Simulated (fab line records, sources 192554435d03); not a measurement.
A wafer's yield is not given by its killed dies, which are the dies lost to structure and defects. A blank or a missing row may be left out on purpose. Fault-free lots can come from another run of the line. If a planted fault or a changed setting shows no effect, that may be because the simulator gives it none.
Comparing a struck lot with a sound one | flow n5Finfet | 37 out of 1938 route steps
Sound: wafers L335.1, L335.3, L335.4. Struck: wafer L322.4. (L322.2, L322.6 of the same lot were not struck and are left out.) The cause comes at the end.
Per side, at each step with rows, come the tool, then ch with its chambers, and then its first start. Under that, the readings that differ: sound wafers | struck wafers | difference of the means | sigmas: that difference in standard deviations of wafers without a fault.
alike: readings with means less than 2 such deviations apart, plus words and numbers identical on both sides. not compared: withheld readings, readings lacking a value on some wafer, bounds such as >300 that could conceal the same value, and numbers that have no deviation in the record and whose values overlap.
A row with sigmas, a row that says differs or no value, or rows on one side alone: a step with any of these is where the two part. Non-overlapping numbers with no deviation appear without sigmas and do not part them. A reading that every wafer of one side lacks parts them only if that side has two wafers or more.

first, 9 steps without rows for these wafers: N5_BEOL_M8_DESCUM_33 (chemistry O2, time 7 s); N5_BEOL_M8_ETCH_72 (etches underlayer in N2/H2, target depth 6.5 nm, time 5.2 s); N5_BEOL_M8_ETCH_65 (etches SiARC in CF4, target depth 15.6 nm, time 26 s); N5_BEOL_M8_ETCH_66 (etches SOC in N2/H2, target depth 80 nm, overetch 16 nm, time 120 s); N5_BEOL_M8_STRIP_69 (strips in N2/H2); N5_BEOL_M8_STRIP_73 (strips in N2/H2); N5_BEOL_M8_VIA_ETCH_34 (etches SiCOH lowk in C4F6/O2, target depth 125.5 nm, time 50.5 s); N5_BEOL_M8_STRIP_76 (strips in C4F6/O2); N5_BEOL_M8_STRIP_36 (strips in N2/H2).
N5_BEOL_M8_TRENCH_ETCH_37: etches SiCOH lowk in C4F6/O2, target depth 93.478 nm, time 31.2 s.
  sound on rieDiel-02 ch 0,1,3, day 15 04:46; struck on rieDiel-05 ch 0, day 11 15:50
reading                                   | sound             | struck | difference | sigmas
oesProductAu (a.u.)                       | 0.72 0.68 0.71    | 0.96   | +0.26      | +3
rfHoursCounterH (h)                       | 167 218 173       | 4      | -182       | 
runLengthS (s)                            | 54.2 54.3 54.7    | 63.0   | +8.6       | +25
model.etch.depthNm (nm)                   | 92.49 91.02 91.69 | 122.7  | +31.0      | 
model.BEOL_M8.featureDepthNm (nm)         | 92.4 91 91.6      | 122.8  | +31.1      | 
model.TiN_of_BEOL_M8_HM_DEP_02.thkNm (nm) | 17.4 17.4 17.6    | 16.8   | -0.7       | 
  alike: drypumpMotorCurrentA, mfcArSccm, rfFwdPowerW, rfVppV, showerheadPlenumPTorr, throttleValvePct
then, 2 steps without rows for these wafers: N5_BEOL_M8_ETCH_41 (etches SiCN in CH3F/O2, target depth 31.9 nm, time 57.8 s); N5_BEOL_M8_STRIP_80 (strips in N2/H2, time 10 s).
N5_BEOL_M8_OCD_MEAS_38:
  struck on ocd-01, day 11 15:59; sound on ocd-01, day 15 04:55
reading            | sound          | struck | difference | sigmas
trenchDepthNm (nm) | 92.2 91.1 91.5 | 122.8  | +31.2      | +20
then, 13 steps without rows for these wafers: N5_BEOL_M8_HM_STRIP_39 (strips TiN in peroxide tin strip, target depth 25 nm, time 158 s); N5_BEOL_M8_SRD_40 (time 30 s); N5_BEOL_M8_PRECLEAN_42 (cleans in residue remover, time 60 s); N5_BEOL_M8_SRD_43 (time 30 s); N5_BEOL_M8_CURE_75 (cures SiCOH lowk, time 120 s); N5_BEOL_M8_DEGAS_44 (time 60 s); N5_BEOL_M8_PRE_CLEAN_45 (time 30 s); N5_BEOL_M8_ALD_77 (deposits TaN, target thk 2 nm, pulse time 2 s, purge time 3 s); N5_BEOL_M8_SURFACE_TREAT_79; N5_BEOL_M8_CVD_78 (deposits Co from CCTBA/H2, target thk 2 nm, time 142.3 s); N5_BEOL_M8_SPUTTER_48 (material Cu, target thk 10 nm, time 1.667 s); N5_BEOL_M8_ECD_50 (material Cu, target thk 300 nm); N5_BEOL_M8_ANNEAL_51 (time 90 s).
N5_BEOL_M8_CMP_52: polishes, stops on SiCOH lowk, t overpolish 6.9 s, target thk 80 nm.
  sound on cmp-03 ch 0,2,3, day 15 07:15; struck on cmp-04 ch 2, day 11 18:15
reading                               | sound          | struck | difference | sigmas
model.Cu_of_BEOL_M8_ECD_50.thkNm (nm) | 78.8 78.6 78.4 | 109    | +30        | 
  alike: barrierFieldEndpointS, clearingPlatenDownForcePsi, headPressurePsi, motorCurrentA, overpolishRunS, slurryFlowMlMin, timeToEndpointS
N5_BEOL_M8_THK_MEAS_53: measures by xrf.
  struck on filmMetro-01, day 11 18:33; sound on filmMetro-01, day 15 07:32
reading     | sound          | struck | difference | sigmas
M8_THK (nm) | 78.3 77.9 78.1 | 108.9  | +30.8      | +16
then, 2 steps without rows for these wafers: N5_BEOL_M8_PRE_CLEAN_55 (time 15 s); N5_BEOL_M8_DEP_56 (deposits SiCN from 3MS/NH3, target thk 10 nm, time 17.5 s).
N5_BEOL_M8_RS_MEAS_57: uses a four-point probe to measure.
  struck on filmMetro-01, day 11 18:41; sound on filmMetro-01, day 15 07:40
reading        | sound             | struck | difference | sigmas
M8_RS (ohm/sq) | 0.291 0.292 0.293 | 0.200  | -0.092     | -12
then, 5 steps without rows for these wafers: N5_BEOL_M9_ILD_DEP_00 (deposits SiCOH lowk from DEMS/porogen, target thk 308.51 nm, time 58 s); N5_BEOL_M9_CURE_71 (cures SiCOH lowk, time 240 s); N5_BEOL_M9_PECVD_70 (deposits SiO2 from TEOS/O2, target thk 20 nm, time 22.7 s); N5_BEOL_M9_HM_DEP_02 (deposits TiN, target thk 20 nm); N5_BEOL_M9_COAT_59 (time 60 s, resist thk 100 nm).
-- here the record skips 2 days between the struck wafers' starts before and after, leaving off in module BEOL_M9 and picking up in module BEOL_M15 (first step shown: number 1830 of the route) --
N5_BEOL_M15_RC_MEAS_101:
  sound on prober-01 ch 0, day 17 10:13; struck on prober-01 ch 0, day 13 18:49
reading                   | sound                 | struck  | difference | sigmas
COMB_M12 (S/m)            | 8.5e-12 5e-12 6.9e-12 | 3.7e-12 | -3.1e-12   | -2
SERP_M7 (ohm/um)          | 13.8 13.4 13.6        | 14.4    | +0.8       | +2
SERP_M8 (ohm/um)          | 14.1 14.4 14.6        | 9.8     | -4.6       | -10
SERP_M8_max_site (ohm/um) | 14.6 15.3 15.1        | 10.1    | -4.9       | -10
  alike: etestTempC, COMB_M10, COMB_M11, COMB_M11_max_site, COMB_M13, COMB_M14, COMB_M15, COMB_M5, COMB_M6, COMB_M7, COMB_M9, SERP_M10, SERP_M11, SERP_M12, SERP_M13, SERP_M14, SERP_M5, SERP_M6, SERP_M6_max_site, SERP_M9

WHERE THEY PART
First at N5_BEOL_M8_TRENCH_ETCH_37; last, within this record, at N5_BEOL_M15_RC_MEAS_101.

WHY: what the simulator had put in
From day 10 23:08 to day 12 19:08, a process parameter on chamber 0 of rieDiel-05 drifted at N5_BEOL_M8_TRENCH_ETCH_37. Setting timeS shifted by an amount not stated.
